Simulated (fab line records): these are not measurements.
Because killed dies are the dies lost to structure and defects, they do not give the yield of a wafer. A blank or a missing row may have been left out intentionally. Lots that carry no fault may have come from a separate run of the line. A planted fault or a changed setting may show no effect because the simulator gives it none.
fab line records || flow n5-finfet
record: {"lots": 5, "wafers": 14, "last-day": 16}
route steps=1938 shown BEOL_M14@1758
lots with no fault: from the same line, run without faults
start-h: start of the lot's first displayed wafer, in hours after the record's first day || wait-h: hours since the lot's step before || " identical to the entry in the row above || L1.1+2: several wafers, shown together as one row || - either no value or no given start || * or withheld: withheld || < > ~ a bound
route shown NAME@n: a module of which the file shows steps, and the number in the route of the first || usual: the fault-free wafers' mean and standard deviation || same: alike in all rows || chamber/n: place in a boat || sites: per-site readings || _std_site: how widely they spread, as a standard deviation || _edge_site: mean of outer sites minus mean of inner sites || radius-mm: how far each site lies from the wafer's centre || mask NAME#n: copy n || behind: the last tool/chamber to shape the wafer || hold: what put the lot on hold/how long, in hours/how the hold closed || device: transistor that didn't switch, given as n, p or np || end of line: at the end of the route, the tests of the same wafers || for a step that has no rows: nothing shown but its recipe || killed: dies lost to structure and defects at the first sort, not the wafer's yield || map: shows each die of a wafer: x if killed, . if not, _ if none is there
set.NAME: the setting that was run; set.NAME@STEP: the one run at that earlier step || model.NAME: the simulator's own value behind a step, which no gauge read
certain route steps with their lots: each step a table, each wafer a row
services: the hour from which a tool's chamber was out of use, counted from the record's first day as start-h (under 0 if before that day), plus the number of hours and why
== steps ==
step: N5_BEOL_M14_PRECLEAN_39
recipe: {"chemistry": "residue-remover", "time-s": 60, "temp-c": 40}
step: N5_BEOL_M14_SRD_40
recipe: {"time-s": 30, "temp-c": 23, "rinse-liquid": "diw", "dry": "n2-spin", "spin-rpm": 1500, "dry-time-s": 30}
step: N5_BEOL_M14_DEGAS_41
recipe: {"ambient": "vacuum", "temp-c": 300, "time-s": 60}
usual: {"heater-power-w": "482/59"}
{"lot.wafer": "L451.1", "tool": "pvd-sputter-02", "chamber": "-", "start-h": 269.08, "wait-h": 0.1, "heater-power-w": 473}
{"lot.wafer": "L451.2", "tool": "pvd-sputter-02", "chamber": "-", "start-h": 269.08, "wait-h": 0.1, "heater-power-w": 546}
{"lot.wafer": "L451.4", "tool": "pvd-sputter-02", "chamber": "-", "start-h": 269.08, "wait-h": 0.1, "heater-power-w": 527}
{"lot.wafer": "L456.1", "tool": "pvd-sputter-02", "chamber": "-", "start-h": 274.62, "wait-h": 0.5, "heater-power-w": 481}
{"lot.wafer": "L456.4", "tool": "pvd-sputter-02", "chamber": "-", "start-h": 274.62, "wait-h": 0.5, "heater-power-w": 543}
{"lot.wafer": "L456.5", "tool": "pvd-sputter-02", "chamber": "-", "start-h": 274.62, "wait-h": 0.5, "heater-power-w": 419}
{"lot.wafer": "L457.4", "tool": "pvd-sputter-03", "chamber": "-", "start-h": 293.15, "wait-h": 0.2, "heater-power-w": 413}
{"lot.wafer": "L457.6", "tool": "pvd-sputter-03", "chamber": "-", "start-h": 293.15, "wait-h": 0.2, "heater-power-w": 402}
{"lot.wafer": "L467.3", "tool": "pvd-sputter-01", "chamber": "-", "start-h": 339.15, "wait-h": 0.3, "heater-power-w": 389}
{"lot.wafer": "L467.4", "tool": "pvd-sputter-01", "chamber": "-", "start-h": 339.15, "wait-h": 0.3, "heater-power-w": 417}
{"lot.wafer": "L467.5", "tool": "pvd-sputter-01", "chamber": "-", "start-h": 339.15, "wait-h": 0.3, "heater-power-w": 400}
{"lot.wafer": "L472.1", "tool": "pvd-sputter-02", "chamber": "-", "start-h": 367.16, "wait-h": 0.3, "heater-power-w": 427}
{"lot.wafer": "L472.4", "tool": "pvd-sputter-02", "chamber": "-", "start-h": 367.16, "wait-h": 0.3, "heater-power-w": 467}
{"lot.wafer": "L472.6", "tool": "pvd-sputter-02", "chamber": "-", "start-h": 367.16, "wait-h": 0.3, "heater-power-w": 532}
step: N5_BEOL_M14_PRE_CLEAN_42
recipe: {"gas": "H2/He", "time-s": 30, "temp-c": 300}
usual: {"heater-power-w": "483/59"}
{"lot.wafer": "L451.1", "tool": "pvd-sputter-02", "chamber": "-", "start-h": 269.12, "wait-h": 0.0, "heater-power-w": 479}
{"lot.wafer": "L451.2", "tool": "pvd-sputter-02", "chamber": "-", "start-h": 269.12, "wait-h": 0.0, "heater-power-w": 529}
{"lot.wafer": "L451.4", "tool": "pvd-sputter-02", "chamber": "-", "start-h": 269.12, "wait-h": 0.0, "heater-power-w": 532}
{"lot.wafer": "L456.1", "tool": "pvd-sputter-02", "chamber": "-", "start-h": 274.66, "wait-h": 0.0, "heater-power-w": 475}
{"lot.wafer": "L456.4", "tool": "pvd-sputter-02", "chamber": "-", "start-h": 274.66, "wait-h": 0.0, "heater-power-w": 541}
{"lot.wafer": "L456.5", "tool": "pvd-sputter-02", "chamber": "-", "start-h": 274.66, "wait-h": 0.0, "heater-power-w": 422}
{"lot.wafer": "L457.4", "tool": "pvd-sputter-03", "chamber": "-", "start-h": 293.19, "wait-h": 0.0, "heater-power-w": 407}
{"lot.wafer": "L457.6", "tool": "pvd-sputter-03", "chamber": "-", "start-h": 293.19, "wait-h": 0.0, "heater-power-w": 402}
{"lot.wafer": "L467.3", "tool": "pvd-sputter-01", "chamber": "-", "start-h": 339.19, "wait-h": 0.0, "heater-power-w": 406}
{"lot.wafer": "L467.4", "tool": "pvd-sputter-01", "chamber": "-", "start-h": 339.19, "wait-h": 0.0, "heater-power-w": 411}
{"lot.wafer": "L467.5", "tool": "pvd-sputter-01", "chamber": "-", "start-h": 339.19, "wait-h": 0.0, "heater-power-w": 411}
{"lot.wafer": "L472.1", "tool": "pvd-sputter-02", "chamber": "-", "start-h": 367.20, "wait-h": 0.0, "heater-power-w": 427}
{"lot.wafer": "L472.4", "tool": "pvd-sputter-02", "chamber": "-", "start-h": 367.20, "wait-h": 0.0, "heater-power-w": 473}
{"lot.wafer": "L472.6", "tool": "pvd-sputter-02", "chamber": "-", "start-h": 367.20, "wait-h": 0.0, "heater-power-w": 533}
step: N5_BEOL_M14_SPUTTER_43
recipe: {"material": "TaN", "target-thk-a": 150, "temp-c": 50, "bias-v": 168.6, "power-w": 15000, "chamber-pressure-pa": 0.12, "time-s": 24.19}
step: N5_BEOL_M14_SPUTTER_44
recipe: {"material": "Ta", "target-thk-a": 150, "temp-c": 50, "bias-v": 80, "power-w": 15000, "chamber-pressure-pa": 0.07, "time-s": 24.19}
usual: {"throttle-valve-pct": "30.6/0.78"}
{"lot.wafer": "L451.1", "tool": "pvd-sputter-02", "chamber": "-", "start-h": 269.24, "wait-h": 0.0, "throttle-valve-pct": 30.5}
{"lot.wafer": "L451.2", "tool": "pvd-sputter-02", "chamber": "-", "start-h": 269.24, "wait-h": 0.0, "throttle-valve-pct": 31.1}
{"lot.wafer": "L451.4", "tool": "pvd-sputter-02", "chamber": "-", "start-h": 269.24, "wait-h": 0.0, "throttle-valve-pct": 29.0}
{"lot.wafer": "L456.1", "tool": "pvd-sputter-02", "chamber": "-", "start-h": 274.80, "wait-h": 0.0, "throttle-valve-pct": 30.2}
{"lot.wafer": "L456.4", "tool": "pvd-sputter-02", "chamber": "-", "start-h": 274.80, "wait-h": 0.0, "throttle-valve-pct": 31.0}
{"lot.wafer": "L456.5", "tool": "pvd-sputter-02", "chamber": "-", "start-h": 274.80, "wait-h": 0.0, "throttle-valve-pct": 29.6}
{"lot.wafer": "L457.4", "tool": "pvd-sputter-03", "chamber": "-", "start-h": 293.31, "wait-h": 0.0, "throttle-valve-pct": 30.7}
{"lot.wafer": "L457.6", "tool": "pvd-sputter-03", "chamber": "-", "start-h": 293.31, "wait-h": 0.0, "throttle-valve-pct": 30.5}
{"lot.wafer": "L467.3", "tool": "pvd-sputter-01", "chamber": "-", "start-h": 339.31, "wait-h": 0.0, "throttle-valve-pct": 29.8}
{"lot.wafer": "L467.4", "tool": "pvd-sputter-01", "chamber": "-", "start-h": 339.31, "wait-h": 0.0, "throttle-valve-pct": 30.5}
{"lot.wafer": "L467.5", "tool": "pvd-sputter-01", "chamber": "-", "start-h": 339.31, "wait-h": 0.0, "throttle-valve-pct": 29.9}
{"lot.wafer": "L472.1", "tool": "pvd-sputter-02", "chamber": "-", "start-h": 367.32, "wait-h": 0.0, "throttle-valve-pct": 29.7}
{"lot.wafer": "L472.4", "tool": "pvd-sputter-02", "chamber": "-", "start-h": 367.32, "wait-h": 0.0, "throttle-valve-pct": 30.4}
{"lot.wafer": "L472.6", "tool": "pvd-sputter-02", "chamber": "-", "start-h": 367.32, "wait-h": 0.0, "throttle-valve-pct": 29.2}
step: N5_BEOL_M14_SPUTTER_45
recipe: {"material": "Cu", "target-thk-a": 1000, "temp-c": -20, "bias-v": 60, "power-w": 26000, "chamber-pressure-pa": 0.13, "time-s": 16.67}
step: N5_BEOL_M14_ECD_47
recipe: {"material": "Cu", "target-thk-a": 12480}
step: N5_BEOL_M14_ANNEAL_48
recipe: {"temp-c": 225, "time-s": 90, "ambient": "N2"}
usual: {"wafer_temp_C_max": "225.85/0.27"}
{"lot.wafer": "L451.1", "tool": "rtp-anneal-02", "chamber": 0, "start-h": 269.75, "wait-h": 0.2, "wafer_temp_C_max": 225.87}
{"lot.wafer": "L451.2", "tool": "rtp-anneal-02", "chamber": 0, "start-h": 269.75, "wait-h": 0.2, "wafer_temp_C_max": 225.80}
{"lot.wafer": "L451.4", "tool": "rtp-anneal-02", "chamber": 0, "start-h": 269.75, "wait-h": 0.2, "wafer_temp_C_max": 225.84}
{"lot.wafer": "L456.1", "tool": "rtp-anneal-02", "chamber": 0, "start-h": 275.21, "wait-h": 0.1, "wafer_temp_C_max": 226.19}
{"lot.wafer": "L456.4", "tool": "rtp-anneal-02", "chamber": 0, "start-h": 275.21, "wait-h": 0.1, "wafer_temp_C_max": 225.92}
{"lot.wafer": "L456.5", "tool": "rtp-anneal-02", "chamber": 0, "start-h": 275.21, "wait-h": 0.1, "wafer_temp_C_max": 225.67}
{"lot.wafer": "L457.4", "tool": "rtp-anneal-01", "chamber": 0, "start-h": 293.83, "wait-h": 0.2, "wafer_temp_C_max": 225.56}
{"lot.wafer": "L457.6", "tool": "rtp-anneal-01", "chamber": 0, "start-h": 293.83, "wait-h": 0.2, "wafer_temp_C_max": 225.71}
{"lot.wafer": "L467.3", "tool": "rtp-anneal-01", "chamber": 0, "start-h": 339.78, "wait-h": 0.2, "wafer_temp_C_max": 225.42}
{"lot.wafer": "L467.4", "tool": "rtp-anneal-01", "chamber": 0, "start-h": 339.78, "wait-h": 0.2, "wafer_temp_C_max": 225.78}
{"lot.wafer": "L467.5", "tool": "rtp-anneal-01", "chamber": 0, "start-h": 339.78, "wait-h": 0.2, "wafer_temp_C_max": 225.66}
{"lot.wafer": "L472.1", "tool": "rtp-anneal-02", "chamber": 0, "start-h": 368.13, "wait-h": 0.6, "wafer_temp_C_max": 225.74}
{"lot.wafer": "L472.4", "tool": "rtp-anneal-02", "chamber": 0, "start-h": 368.13, "wait-h": 0.6, "wafer_temp_C_max": 226.27}
{"lot.wafer": "L472.6", "tool": "rtp-anneal-02", "chamber": 0, "start-h": 368.13, "wait-h": 0.6, "wafer_temp_C_max": 225.97}
step: N5_BEOL_M14_CMP_49
recipe: {"stop-on": "SiO2", "t-overpolish-s": 5.2, "down-force-psi": 2, "platen-rpm": 80, "clearing-platen-down-force-psi": 2, "clearing-platen-rpm": 80, "post-cmp-clean": "cu-alkaline", "target-thk-nm": 560, "clearing-platen-pad-velocity-m-s": 1.5917, "pad-velocity-m-s": 1.5917}
usual: {"barrier-field-endpoint-s": "11.41/0.23", "clearing-platen-rpm": "80.00/0.038", "motor-current-A": "8.1/0.76", "overpolish-run-s": "5.200/0.0098", "slurry-filter-dp-kPa": "13.50/0.14", "time-to-endpoint-s": "123/3.2"}
{"lot.wafer": "L451.1", "tool": "cmp-03", "chamber": 0, "start-h": 270.04, "wait-h": 0.3, "barrier-field-endpoint-s": 11.51, "clearing-platen-rpm": 80.02, "motor-current-A": 8.7, "overpolish-run-s": 5.179, "slurry-filter-dp-kPa": 13.52, "time-to-endpoint-s": 121}
{"lot.wafer": "L451.4", "tool": "cmp-03", "chamber": 2, "start-h": 270.04, "wait-h": 0.3, "barrier-field-endpoint-s": 11.95, "clearing-platen-rpm": 79.99, "motor-current-A": 7.9, "overpolish-run-s": 5.204, "slurry-filter-dp-kPa": 13.41, "time-to-endpoint-s": 132}
{"lot.wafer": "L451.2", "tool": "cmp-03", "chamber": 3, "start-h": 270.04, "wait-h": 0.3, "barrier-field-endpoint-s": 11.39, "clearing-platen-rpm": 80.00, "motor-current-A": 8.1, "overpolish-run-s": 5.200, "slurry-filter-dp-kPa": 13.63, "time-to-endpoint-s": 120}
{"lot.wafer": "L456.4", "tool": "cmp-03", "chamber": 3, "start-h": 275.50, "wait-h": 0.1, "barrier-field-endpoint-s": 11.41, "clearing-platen-rpm": 80.02, "motor-current-A": 7.5, "overpolish-run-s": 5.215, "slurry-filter-dp-kPa": 13.43, "time-to-endpoint-s": 122}
{"lot.wafer": "L456.1", "tool": "cmp-03", "chamber": 1, "start-h": 275.50, "wait-h": 0.1, "barrier-field-endpoint-s": 11.50, "clearing-platen-rpm": 80.06, "motor-current-A": 8.6, "overpolish-run-s": 5.199, "slurry-filter-dp-kPa": 13.52, "time-to-endpoint-s": 122}
{"lot.wafer": "L456.5", "tool": "cmp-03", "chamber": 3, "start-h": 275.50, "wait-h": 0.1, "barrier-field-endpoint-s": 11.49, "clearing-platen-rpm": 80.00, "motor-current-A": 7.9, "overpolish-run-s": 5.194, "slurry-filter-dp-kPa": 13.44, "time-to-endpoint-s": 124}
{"lot.wafer": "L457.4", "tool": "cmp-02", "chamber": 0, "start-h": 294.10, "wait-h": 0.2, "barrier-field-endpoint-s": 11.23, "clearing-platen-rpm": 80.00, "motor-current-A": 8.0, "overpolish-run-s": 5.195, "slurry-filter-dp-kPa": 13.67, "time-to-endpoint-s": 121}
{"lot.wafer": "L457.6", "tool": "cmp-02", "chamber": 1, "start-h": 294.10, "wait-h": 0.2, "barrier-field-endpoint-s": 11.33, "clearing-platen-rpm": 79.98, "motor-current-A": 8.9, "overpolish-run-s": 5.191, "slurry-filter-dp-kPa": 13.75, "time-to-endpoint-s": 125}
{"lot.wafer": "L467.4", "tool": "cmp-04", "chamber": 0, "start-h": 340.07, "wait-h": 0.2, "barrier-field-endpoint-s": 11.42, "clearing-platen-rpm": 79.98, "motor-current-A": 7.1, "overpolish-run-s": 5.205, "slurry-filter-dp-kPa": 13.49, "time-to-endpoint-s": 125}
{"lot.wafer": "L467.3", "tool": "cmp-04", "chamber": 1, "start-h": 340.07, "wait-h": 0.2, "barrier-field-endpoint-s": 11.60, "clearing-platen-rpm": 80.00, "motor-current-A": 8.2, "overpolish-run-s": 5.200, "slurry-filter-dp-kPa": 13.60, "time-to-endpoint-s": 130}
{"lot.wafer": "L467.5", "tool": "cmp-04", "chamber": 2, "start-h": 340.07, "wait-h": 0.2, "barrier-field-endpoint-s": 11.48, "clearing-platen-rpm": 79.94, "motor-current-A": 7.9, "overpolish-run-s": 5.197, "slurry-filter-dp-kPa": 13.25, "time-to-endpoint-s": 127}
{"lot.wafer": "L472.4", "tool": "cmp-03", "chamber": 3, "start-h": 368.47, "wait-h": 0.2, "barrier-field-endpoint-s": 11.43, "clearing-platen-rpm": 80.07, "motor-current-A": 7.9, "overpolish-run-s": 5.196, "slurry-filter-dp-kPa": 13.37, "time-to-endpoint-s": 121}
{"lot.wafer": "L472.1", "tool": "cmp-03", "chamber": 0, "start-h": 368.47, "wait-h": 0.2, "barrier-field-endpoint-s": 11.25, "clearing-platen-rpm": 80.02, "motor-current-A": 9.0, "overpolish-run-s": 5.194, "slurry-filter-dp-kPa": 13.54, "time-to-endpoint-s": 121}
{"lot.wafer": "L472.6", "tool": "cmp-03", "chamber": 3, "start-h": 368.47, "wait-h": 0.2, "barrier-field-endpoint-s": 11.13, "clearing-platen-rpm": 80.02, "motor-current-A": 7.8, "overpolish-run-s": 5.202, "slurry-filter-dp-kPa": 13.64, "time-to-endpoint-s": 119}
step: N5_BEOL_M14_THK_MEAS_50
recipe: {"thk-meas-gauge": "xrf", "reads": "Cu_of_BEOL_M14_ECD_47"}
usual: {"M14_THK": "549/9.7"}
{"lot.wafer": "L451.1", "tool": "film-metro-02", "chamber": "-", "start-h": 270.34, "wait-h": "-", "M14_THK[nm]": 534}
{"lot.wafer": "L451.2", "tool": "film-metro-02", "chamber": "-", "start-h": 270.34, "wait-h": "-", "M14_THK[nm]": 560}
{"lot.wafer": "L451.4", "tool": "film-metro-02", "chamber": "-", "start-h": 270.34, "wait-h": "-", "M14_THK[nm]": 557}
{"lot.wafer": "L456.1", "tool": "film-metro-01", "chamber": "-", "start-h": 275.80, "wait-h": "-", "M14_THK[nm]": 537}
{"lot.wafer": "L456.4", "tool": "film-metro-01", "chamber": "-", "start-h": 275.80, "wait-h": "-", "M14_THK[nm]": 547}
{"lot.wafer": "L456.5", "tool": "film-metro-01", "chamber": "-", "start-h": 275.80, "wait-h": "-", "M14_THK[nm]": 547}
{"lot.wafer": "L457.4", "tool": "film-metro-02", "chamber": "-", "start-h": 294.29, "wait-h": "-", "M14_THK[nm]": 550}
{"lot.wafer": "L457.6", "tool": "film-metro-02", "chamber": "-", "start-h": 294.29, "wait-h": "-", "M14_THK[nm]": 544}
{"lot.wafer": "L467.3", "tool": "film-metro-01", "chamber": "-", "start-h": 340.29, "wait-h": "-", "M14_THK[nm]": 545}
{"lot.wafer": "L467.4", "tool": "film-metro-01", "chamber": "-", "start-h": 340.29, "wait-h": "-", "M14_THK[nm]": 547}
{"lot.wafer": "L467.5", "tool": "film-metro-01", "chamber": "-", "start-h": 340.29, "wait-h": "-", "M14_THK[nm]": 543}
{"lot.wafer": "L472.1", "tool": "film-metro-02", "chamber": "-", "start-h": 368.72, "wait-h": "-", "M14_THK[nm]": 556}
{"lot.wafer": "L472.4", "tool": "film-metro-02", "chamber": "-", "start-h": 368.72, "wait-h": "-", "M14_THK[nm]": 550}
{"lot.wafer": "L472.6", "tool": "film-metro-02", "chamber": "-", "start-h": 368.72, "wait-h": "-", "M14_THK[nm]": 552}
step: N5_BEOL_M14_PRE_CLEAN_52
recipe: {"gas": "NH3", "time-s": 15, "temp-c": "withheld", "rf-power-w": 300}
step: N5_BEOL_M14_DEP_53
recipe: {"material": "SiCN", "target-thk-a": 500, "temp-c": "withheld", "precursor": "3MS/NH3", "pressure-torr": 3, "rf-w": 675, "time-s": 17.8}
usual: {"showerhead-plenum-p-Torr": "4.152/0.028", "throttle-valve-pct": "17.7/0.93"}
{"lot.wafer": "L451.1", "tool": "pecvd-03", "chamber": 0, "start-h": 270.40, "wait-h": 0.0, "showerhead-plenum-p-Torr": 4.191, "throttle-valve-pct": 18.9, "model.SiCN_of_BEOL_M14_DEP_53.thk-nm": 50.2}
{"lot.wafer": "L451.2", "tool": "pecvd-03", "chamber": 1, "start-h": 270.40, "wait-h": 0.0, "showerhead-plenum-p-Torr": 4.133, "throttle-valve-pct": 16.9, "model.SiCN_of_BEOL_M14_DEP_53.thk-nm": 51}
{"lot.wafer": "L451.4", "tool": "pecvd-03", "chamber": 1, "start-h": 270.40, "wait-h": 0.0, "showerhead-plenum-p-Torr": 4.141, "throttle-valve-pct": 17.1, "model.SiCN_of_BEOL_M14_DEP_53.thk-nm": 50.6}
{"lot.wafer": "L456.1", "tool": "pecvd-02", "chamber": 0, "start-h": 275.86, "wait-h": 0.0, "showerhead-plenum-p-Torr": 4.125, "throttle-valve-pct": 19.1, "model.SiCN_of_BEOL_M14_DEP_53.thk-nm": 49}
{"lot.wafer": "L456.4", "tool": "pecvd-02", "chamber": 2, "start-h": 275.86, "wait-h": 0.0, "showerhead-plenum-p-Torr": 4.154, "throttle-valve-pct": 17.0, "model.SiCN_of_BEOL_M14_DEP_53.thk-nm": 50.4}
{"lot.wafer": "L456.5", "tool": "pecvd-02", "chamber": 0, "start-h": 275.86, "wait-h": 0.0, "showerhead-plenum-p-Torr": 4.125, "throttle-valve-pct": 19.1, "model.SiCN_of_BEOL_M14_DEP_53.thk-nm": 50.4}
{"lot.wafer": "L457.4", "tool": "pecvd-03", "chamber": 0, "start-h": 294.36, "wait-h": 0.0, "showerhead-plenum-p-Torr": 4.197, "throttle-valve-pct": 19.1, "model.SiCN_of_BEOL_M14_DEP_53.thk-nm": 47.4}
{"lot.wafer": "L457.6", "tool": "pecvd-03", "chamber": 1, "start-h": 294.36, "wait-h": 0.0, "showerhead-plenum-p-Torr": 4.126, "throttle-valve-pct": 17.0, "model.SiCN_of_BEOL_M14_DEP_53.thk-nm": 49.6}
{"lot.wafer": "L467.3", "tool": "pecvd-02", "chamber": 0, "start-h": 340.35, "wait-h": 0.0, "showerhead-plenum-p-Torr": 4.128, "throttle-valve-pct": 19.1, "model.SiCN_of_BEOL_M14_DEP_53.thk-nm": 49.4}
{"lot.wafer": "L467.4", "tool": "pecvd-02", "chamber": 1, "start-h": 340.35, "wait-h": 0.0, "showerhead-plenum-p-Torr": 4.146, "throttle-valve-pct": 16.8, "model.SiCN_of_BEOL_M14_DEP_53.thk-nm": 48.6}
{"lot.wafer": "L467.5", "tool": "pecvd-02", "chamber": 0, "start-h": 340.35, "wait-h": 0.0, "showerhead-plenum-p-Torr": 4.128, "throttle-valve-pct": 19.0, "model.SiCN_of_BEOL_M14_DEP_53.thk-nm": 50.2}
{"lot.wafer": "L472.1", "tool": "pecvd-01", "chamber": 0, "start-h": 368.80, "wait-h": 0.0, "showerhead-plenum-p-Torr": 4.117, "throttle-valve-pct": 18.5, "model.SiCN_of_BEOL_M14_DEP_53.thk-nm": 49.6}
{"lot.wafer": "L472.4", "tool": "pecvd-01", "chamber": 0, "start-h": 368.80, "wait-h": 0.0, "showerhead-plenum-p-Torr": 4.102, "throttle-valve-pct": 18.6, "model.SiCN_of_BEOL_M14_DEP_53.thk-nm": 50.6}
{"lot.wafer": "L472.6", "tool": "pecvd-01", "chamber": 0, "start-h": 368.80, "wait-h": 0.0, "showerhead-plenum-p-Torr": 4.106, "throttle-valve-pct": 18.7, "model.SiCN_of_BEOL_M14_DEP_53.thk-nm": 50.4}
step: N5_BEOL_M14_RS_MEAS_54
recipe: {"thk-meas-gauge": "four-point-probe", "reads": "Cu_of_BEOL_M14_ECD_47+Ta_of_BEOL_M14_SPUTTER_44+TaN_of_BEOL_M14_SPUTTER_43"}
usual: {"M14_RS": "0.0335/0.00051"}
{"lot.wafer": "L451.1", "tool": "film-metro-01", "chamber": "-", "start-h": 270.47, "wait-h": 0.0, "M14_RS[ohm/sq]": 0.0344}
{"lot.wafer": "L451.2", "tool": "film-metro-01", "chamber": "-", "start-h": 270.47, "wait-h": 0.0, "M14_RS[ohm/sq]": 0.0329}
{"lot.wafer": "L451.4", "tool": "film-metro-01", "chamber": "-", "start-h": 270.47, "wait-h": 0.0, "M14_RS[ohm/sq]": 0.0330}
{"lot.wafer": "L456.1", "tool": "film-metro-02", "chamber": "-", "start-h": 275.94, "wait-h": 0.1, "M14_RS[ohm/sq]": 0.0345}
{"lot.wafer": "L456.4", "tool": "film-metro-02", "chamber": "-", "start-h": 275.94, "wait-h": 0.1, "M14_RS[ohm/sq]": 0.0337}
{"lot.wafer": "L456.5", "tool": "film-metro-02", "chamber": "-", "start-h": 275.94, "wait-h": 0.1, "M14_RS[ohm/sq]": 0.0337}
{"lot.wafer": "L457.4", "tool": "film-metro-02", "chamber": "-", "start-h": 294.41, "wait-h": 0.0, "M14_RS[ohm/sq]": 0.0334}
{"lot.wafer": "L457.6", "tool": "film-metro-02", "chamber": "-", "start-h": 294.41, "wait-h": 0.0, "M14_RS[ohm/sq]": 0.0338}
{"lot.wafer": "L467.3", "tool": "film-metro-02", "chamber": "-", "start-h": 340.42, "wait-h": 0.1, "M14_RS[ohm/sq]": 0.0335}
{"lot.wafer": "L467.4", "tool": "film-metro-02", "chamber": "-", "start-h": 340.42, "wait-h": 0.1, "M14_RS[ohm/sq]": 0.0334}
{"lot.wafer": "L467.5", "tool": "film-metro-02", "chamber": "-", "start-h": 340.42, "wait-h": 0.1, "M14_RS[ohm/sq]": 0.0337}
{"lot.wafer": "L472.1", "tool": "film-metro-01", "chamber": "-", "start-h": 368.88, "wait-h": 0.1, "M14_RS[ohm/sq]": 0.0334}
{"lot.wafer": "L472.4", "tool": "film-metro-01", "chamber": "-", "start-h": 368.88, "wait-h": 0.1, "M14_RS[ohm/sq]": 0.0336}
{"lot.wafer": "L472.6", "tool": "film-metro-01", "chamber": "-", "start-h": 368.88, "wait-h": 0.1, "M14_RS[ohm/sq]": 0.0336}
== services ==
{"tool": "cmp-02", "chamber": "-", "start-h": 246.27, "hours": 2.4, "kind": "repair"}
{"tool": "pecvd-02", "chamber": 2, "start-h": 255.39, "hours": 13.3, "kind": "repair"}
{"tool": "cmp-03", "chamber": "-", "start-h": 262.13, "hours": 4.7, "kind": "pm"}
{"tool": "pecvd-01", "chamber": 0, "start-h": 275.00, "hours": 5.5, "kind": "scheduled-down"}
{"tool": "cmp-03", "chamber": "-", "start-h": 276.42, "hours": 4.0, "kind": "pm"}
{"tool": "cmp-03", "chamber": "-", "start-h": 280.42, "hours": "-", "kind": "consumable-replace:conditioner"}
{"tool": "cmp-03", "chamber": "-", "start-h": 280.42, "hours": "-", "kind": "consumable-replace:pad"}
{"tool": "cmp-04", "chamber": "-", "start-h": 281.58, "hours": 5.7, "kind": "pm"}
{"tool": "pecvd-02", "chamber": "-", "start-h": 284.87, "hours": 1.5, "kind": "repair"}
{"tool": "pecvd-03", "chamber": "-", "start-h": 292.21, "hours": 0.6, "kind": "repair"}
{"tool": "cmp-02", "chamber": "-", "start-h": 311.51, "hours": 1.6, "kind": "repair"}
{"tool": "cmp-02", "chamber": "-", "start-h": 338.58, "hours": 4.0, "kind": "pm"}
{"tool": "cmp-02", "chamber": "-", "start-h": 342.58, "hours": "-", "kind": "consumable-replace:conditioner"}
{"tool": "cmp-02", "chamber": "-", "start-h": 342.58, "hours": "-", "kind": "consumable-replace:pad"}
{"tool": "rtp-anneal-01", "chamber": "-", "start-h": 347.93, "hours": 8.7, "kind": "pm"}
{"tool": "cmp-04", "chamber": "-", "start-h": 349.95, "hours": 4.0, "kind": "pm"}
{"tool": "pecvd-03", "chamber": 2, "start-h": 351.28, "hours": 5.5, "kind": "repair"}
{"tool": "cmp-04", "chamber": "-", "start-h": 353.95, "hours": "-", "kind": "consumable-replace:conditioner"}
{"tool": "cmp-04", "chamber": "-", "start-h": 353.95, "hours": "-", "kind": "consumable-replace:pad"}
{"tool": "pecvd-01", "chamber": 1, "start-h": 354.69, "hours": 2.1, "kind": "scheduled-down"}
{"tool": "cmp-04", "chamber": "-", "start-h": 359.02, "hours": 0.5, "kind": "repair"}
{"tool": "pecvd-01", "chamber": 1, "start-h": 363.56, "hours": 5.5, "kind": "scheduled-down"}
== key ==
first-sign none at tools or gauges
model-effect: {"step": "N5_BEOL_M14_DEP_53", "value": "SiCN_of_BEOL_M14_DEP_53.thk-nm", "without": 51, "struck": 47.4}
met-at N5_BEOL_M14_DEP_53
struck-wafers L457.4
onset-between 270.40 294.36
fault: {"kind": "process-parameter-drift", "tool": "pecvd-03", "chamber": "-", "onset-h": 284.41, "steps": "N5_BEOL_M14_DEP_53", "channel": "time-s", "offset": "*", "shape": "step", "end-h": 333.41, "scope": "struck-wafers-only", "acts-in": "*", "stated": "*"}
